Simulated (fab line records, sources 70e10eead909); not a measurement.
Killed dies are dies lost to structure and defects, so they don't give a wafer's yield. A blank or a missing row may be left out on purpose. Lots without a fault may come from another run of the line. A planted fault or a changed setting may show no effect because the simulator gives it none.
Problem report in the 8D (eight disciplines) form, filled by code | flow nand_harc | the parts of the form that need people (team, actions taken, sign-off) are left out

1. THE PROBLEM
cd_nm at NHARC_A_CHANNEL_HOLE_D1_CD_MEAS_10 reads a mean of 106.6 nm on 3 wafers of 3 lots; wafers without a fault read 99.9 nm with a standard deviation of 0.59. That is +11 standard deviations from the usual mean.
The step: target cd 100 nm.
First seen on wafer L875.1, day 12 05:14, on cd_sem-01. The record holds 30 wafers of 10 lots with a number at this step. Rule for "out", or "out of limits": more than 4 standard deviations from the usual mean. The other wafers with a number count as sound.

2. WHAT IT IS AND WHAT IT IS NOT
question                    | is                     | is not
which readings at this step | cd_nm                  | -
which lots                  | L875, L879, L883       | L862, L865, L869, L870, L872, L876, L884
which wafers of those lots  | L875.1, L879.1, L883.4 | L875.5, L875.6, L879.3, L879.5, L883.2, L883.5
read on which gauges        | cd_sem-01              | cd_sem-03
when                        | from day 12 05:14      | up to then (20 sound wafers); but 7 sound wafers of L879, L883, L884 came after

3. SUSPECTS, AND WHAT RULES EACH OUT
Counting: a tool at a process step up to the reading stays a suspect if it ran every lot that is out. Sound lots after the first of them don't rule it out here, since some wafers of a struck lot are sound.
- the gauge at NHARC_A_CHANNEL_HOLE_D1_CD_MEAS_10: kept. All the wafers that are out were read on cd_sem-01, and no step on other tools shows them out.
- litho_track-06 at NHARC_A_CHANNEL_HOLE_D1_PEB_08 (peb time 65 s): kept. It ran every lot that is out, first L875 (day 12 05:10); its last sound lot up to then is L876 (day 12 04:29).
Left after counting: litho_track-06 at NHARC_A_CHANNEL_HOLE_D1_PEB_08, cd_sem-01 at NHARC_A_CHANNEL_HOLE_D1_CD_MEAS_10.

4. THE CAUSE (what the simulator had put in)
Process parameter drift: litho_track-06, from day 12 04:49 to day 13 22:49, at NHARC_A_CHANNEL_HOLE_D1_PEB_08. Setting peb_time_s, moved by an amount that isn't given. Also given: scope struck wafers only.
Counting left 2 suspects, and this tool is among them.

5. THE CHAIN OF EFFECTS, in route order
Each row: a reading whose mean over the struck wafers that have a number lies more than 3 standard deviations from the usual. Only readings for which the record gives a usual standard deviation are gone through. hours: the time from each lot's start at the first step in this table that gives one to its start at this step, as a median over the lots. sigmas: the change in usual standard deviations.
hours | step                               | reading   | usual   | on struck wafers | change | sigmas
0     | NHARC_A_CHANNEL_HOLE_D1_CD_MEAS_10 | cd_nm     | 99.9 nm | 106.6            | +6.7   | +11
8     | NHARC_A_CHANNEL_HOLE_D1_CD_MEAS_30 | cd_nm     | 89.8 nm | 96.5             | +6.7   | +4.8
8     | NHARC_A_CHANNEL_HOLE_D1_XSEM_31    | bot_cd_nm | 74.2 nm | 80.4             | +6.2   | +3.9
The process steps in it:
- NHARC_A_CHANNEL_HOLE_D1_XSEM_31
Later measuring or inspecting steps at which every struck wafer that the step has a row for has a number for every such reading, and none has moved that far: NHARC_END_SORT_01.

6. WHAT WOULD HAVE CAUGHT IT SOONER
In this record the first reading out of limits at a measuring or inspecting step was taken at day 12 05:14, 0 hours after the fault began at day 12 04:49.
Of the tool readings at NHARC_A_CHANNEL_HOLE_D1_PEB_08 for which the record gives a usual standard deviation, none was out on any struck wafer, so an alarm limit of 4 standard deviations on them would not have fired.
Of the lots that are out (3), L879, L883 began NHARC_A_CHANNEL_HOLE_D1_PEB_08 on litho_track-06 after day 12 05:14. A hold on the tool at that time would have spared those 2.
